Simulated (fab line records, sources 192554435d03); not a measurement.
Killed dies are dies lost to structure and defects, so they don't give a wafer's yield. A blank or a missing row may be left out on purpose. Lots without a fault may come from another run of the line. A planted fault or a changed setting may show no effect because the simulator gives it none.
Chamber matching | flow n5_finfet | N5_HKMG_FIN_DESCUM_53 on rie_diel-04: 4 sister chambers
The step chemistry O2, time 7.9 s. 8 wafers are shown with their chamber, then 8 later ones without.

WAFERS WITH THEIR CHAMBER
wafer  | chamber | drypump_motor_current_A (A) | showerhead_plenum_p_Torr (Torr)
L076.5 | 0       | 6.1                         | 1.98
L083.3 | 0       | 6.1                         | 1.97
L083.4 | 3       | 5.1                         | 2.16
L090.6 | 2       | 5.1                         | 2.06
L091.1 | 3       | 5.1                         | 2.16
L091.2 | 1       | 5.5                         | 2.04
L091.3 | 2       | 5.2                         | 2.06
L093.1 | 1       | 5.5                         | 2.04

WAFERS WITHOUT THEIR CHAMBER
wafer  | drypump_motor_current_A (A) | showerhead_plenum_p_Torr (Torr)
L093.4 | 5.1                         | 2.06
L093.5 | 5.1                         | 2.16
L094.1 | 5.2                         | 2.06
L094.5 | 6.1                         | 2.23
L094.6 | 5.1                         | 2.15
L095.4 | 5.2                         | 2.15
L095.5 | 5.1                         | 2.15
L095.6 | 5.2                         | 2.06

WHICH CHAMBER EACH WENT THROUGH
wafer  | from the rows above | in truth
L093.4 | 2                   | 2
L093.5 | 3                   | 3
L094.1 | 2                   | 2
L094.5 | 3                   | 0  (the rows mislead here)
L094.6 | 3                   | 3
L095.4 | 3                   | 3
L095.5 | 3                   | 3
L095.6 | 2                   | 2
Placed correctly: 7 of 8. Can't be placed from these rows: 0. Placed wrongly: 1.
How it was worked out, from the rows above alone: a wafer's distance from a chamber is the root of the sum, over the readings, of the square of ((its reading less the chamber's mean) divided by the reading's scatter). The wafer belongs to the nearest chamber; if the next one is less than 2 further off, it can't be placed. A chamber's mean is the mean of its shown wafers. The scatter: the root of (the sum of the squares of (reading less its chamber's mean) over the shown wafers, divided by (wafers less chambers)).
